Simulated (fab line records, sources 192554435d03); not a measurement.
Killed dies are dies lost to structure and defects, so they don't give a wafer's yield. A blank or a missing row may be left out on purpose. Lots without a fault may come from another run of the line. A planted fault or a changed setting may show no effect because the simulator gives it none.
Chamber matching | flow n5_finfet | N5_BEOL_M1_DESCUM_16 on rie_diel-03: 4 sister chambers
The step chemistry O2, time 7 s. 20 wafers are shown with their chamber, then 10 later ones without.

WAFERS WITH THEIR CHAMBER
wafer  | chamber | showerhead_plenum_p_Torr (Torr) | drypump_motor_current_A (A) | oes_product_au (a.u.)
L074.1 | 3       | 2.08                            | 5.3                         | 0.76
L074.2 | 0       | 2.06                            | 5.4                         | 0.72
L074.3 | 1       | 2.01                            | 6.2                         | 0.72
L078.2 | 3       | 2.08                            | 5.2                         | 0.74
L078.4 | 1       | 2.00                            | 6.2                         | 0.70
L078.6 | 3       | 2.08                            | 5.2                         | 0.75
L080.2 | 0       | 2.06                            | 5.4                         | 0.71
L080.3 | 1       | 2.00                            | 6.2                         | 0.70
L080.6 | 3       | 2.08                            | 5.2                         | 0.75
L082.2 | 3       | 2.07                            | 5.3                         | 0.74
L082.3 | 2       | 2.25                            | 5.5                         | 0.93
L082.6 | 1       | 2.00                            | 6.2                         | 0.70
L084.1 | 0       | 2.06                            | 5.4                         | 0.71
L084.2 | 3       | 2.07                            | 5.2                         | 0.74
L084.4 | 1       | 2.00                            | 6.2                         | 0.70
L085.1 | 1       | 2.00                            | 6.3                         | 0.69
L085.4 | 0       | 2.05                            | 5.4                         | 0.71
L085.5 | 3       | 2.07                            | 5.2                         | 0.75
L087.4 | 1       | 2.00                            | 6.2                         | 0.70
L087.5 | 3       | 2.07                            | 5.2                         | 0.74

SIGNATURES (means of the wafers above)
reading                  | chamber 0 | chamber 1 | chamber 2 | chamber 3 | scatter within a chamber
showerhead_plenum_p_Torr | 2.0575    | 2.0014    | 2.2500    | 2.0750    | 0.00475
drypump_motor_current_A  | 5.400     | 6.214     | 5.500     | 5.225     | 0.0384
oes_product_au           | 0.7125    | 0.7014    | 0.9300    | 0.7462    | 0.0077
Rule: a wafer's distance from a chamber is the root of the sum, over the readings, of the square of ((its reading less the chamber's mean) divided by the reading's scatter). The wafer belongs to the nearest chamber; if the next one is less than 2 further off, it can't be placed. The scatter: the root of (the sum of the squares of (reading less its chamber's mean) over the shown wafers, divided by (wafers less chambers)).

WAFERS WITHOUT THEIR CHAMBER
wafer  | showerhead_plenum_p_Torr (Torr) | drypump_motor_current_A (A) | oes_product_au (a.u.)
L087.6 | 2.05                            | 5.4                         | 0.69
L089.2 | 2.05                            | 5.4                         | 0.71
L089.3 | 2.07                            | 5.2                         | 0.74
L089.6 | 2.00                            | 6.2                         | 0.69
L094.4 | 2.05                            | 5.4                         | 0.69
L094.5 | 1.99                            | 6.2                         | 0.69
L094.6 | 2.07                            | 5.2                         | 0.72
L097.3 | 1.99                            | 6.2                         | 0.69
L097.4 | 2.05                            | 5.4                         | 0.68
L097.6 | 1.99                            | 6.2                         | 0.68

WHICH CHAMBER EACH WENT THROUGH
wafer  | from the rows above | in truth
L087.6 | 0                   | 0
L089.2 | 0                   | 0
L089.3 | 3                   | 3
L089.6 | 1                   | 1
L094.4 | 0                   | 0
L094.5 | 1                   | 1
L094.6 | 3                   | 3
L097.3 | 1                   | 1
L097.4 | 0                   | 0
L097.6 | 1                   | 1
Placed correctly: 10 of 10. Can't be placed from these rows: 0. Placed wrongly: 0.
